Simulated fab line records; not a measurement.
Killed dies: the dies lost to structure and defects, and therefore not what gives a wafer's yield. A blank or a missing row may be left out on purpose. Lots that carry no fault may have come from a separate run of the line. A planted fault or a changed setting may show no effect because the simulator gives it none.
Chamber matching :: flow n5_finfet :: rie_diel-06 running N5_BEOL_M4_STRIP_66: 4 sister chambers
The step strips in CF4. 7 wafers are shown with their chamber, then 8 later ones without.

## WAFERS PAIRED WITH THEIR CHAMBERS
wafer: L075.6
chamber: 3
drypump_motor_current_A (A): 5.9
showerhead_plenum_p_Torr (Torr): 1.76

wafer: L078.1
chamber: 0
drypump_motor_current_A (A): 5.9
showerhead_plenum_p_Torr (Torr): 1.81

wafer: L078.6
chamber: 2
drypump_motor_current_A (A): 5.3
showerhead_plenum_p_Torr (Torr): 1.69

wafer: L080.1
chamber: 3
drypump_motor_current_A (A): 5.9
showerhead_plenum_p_Torr (Torr): 1.75

wafer: L080.4
chamber: 2
drypump_motor_current_A (A): 5.3
showerhead_plenum_p_Torr (Torr): 1.69

wafer: L080.5
chamber: 0
drypump_motor_current_A (A): 6.0
showerhead_plenum_p_Torr (Torr): 1.81

wafer: L084.3
chamber: 1
drypump_motor_current_A (A): 6.1
showerhead_plenum_p_Torr (Torr): 1.85

## WAFERS WITHOUT THEIR CHAMBER
wafer: L084.4
drypump_motor_current_A (A): 5.9
showerhead_plenum_p_Torr (Torr): 1.75

wafer: L084.5
drypump_motor_current_A (A): 5.3
showerhead_plenum_p_Torr (Torr): 1.69

wafer: L085.2
drypump_motor_current_A (A): 6.1
showerhead_plenum_p_Torr (Torr): 1.84

wafer: L085.3
drypump_motor_current_A (A): 5.3
showerhead_plenum_p_Torr (Torr): 1.69

wafer: L085.6
drypump_motor_current_A (A): 5.3
showerhead_plenum_p_Torr (Torr): 1.69

wafer: L092.2
drypump_motor_current_A (A): 5.3
showerhead_plenum_p_Torr (Torr): 1.69

wafer: L092.4
drypump_motor_current_A (A): 5.9
showerhead_plenum_p_Torr (Torr): 1.74

wafer: L092.6
drypump_motor_current_A (A): 5.9
showerhead_plenum_p_Torr (Torr): 1.80

## WHICH CHAMBER EACH WENT THROUGH
wafer: L084.4
from the rows above: 3
in truth: 3

wafer: L084.5
from the rows above: 2
in truth: 2

wafer: L085.2
from the rows above: 1
in truth: 1

wafer: L085.3
from the rows above: 2
in truth: 2

wafer: L085.6
from the rows above: 2
in truth: 2

wafer: L092.2
from the rows above: 2
in truth: 2

wafer: L092.4
from the rows above: 3
in truth: 3

wafer: L092.6
from the rows above: 0
in truth: 0
8 of 8 placed correctly. Left unplaced by these rows: 0. Wrongly placed: 0.
How it was worked out, from the rows above alone: a wafer's distance from a chamber is the root of the sum, over the readings, of the square of ((its reading less the chamber's mean) divided by the reading's scatter). If the next closest chamber is less than 2 further off than the closest, the wafer can't be placed; otherwise it belongs to the closest. For every chamber, the mean is computed from those of its wafers that are shown. The scatter is the square root of a quotient: the sum, over the shown wafers, of each reading's squared deviation from its chamber's mean, divided by wafers minus chambers.
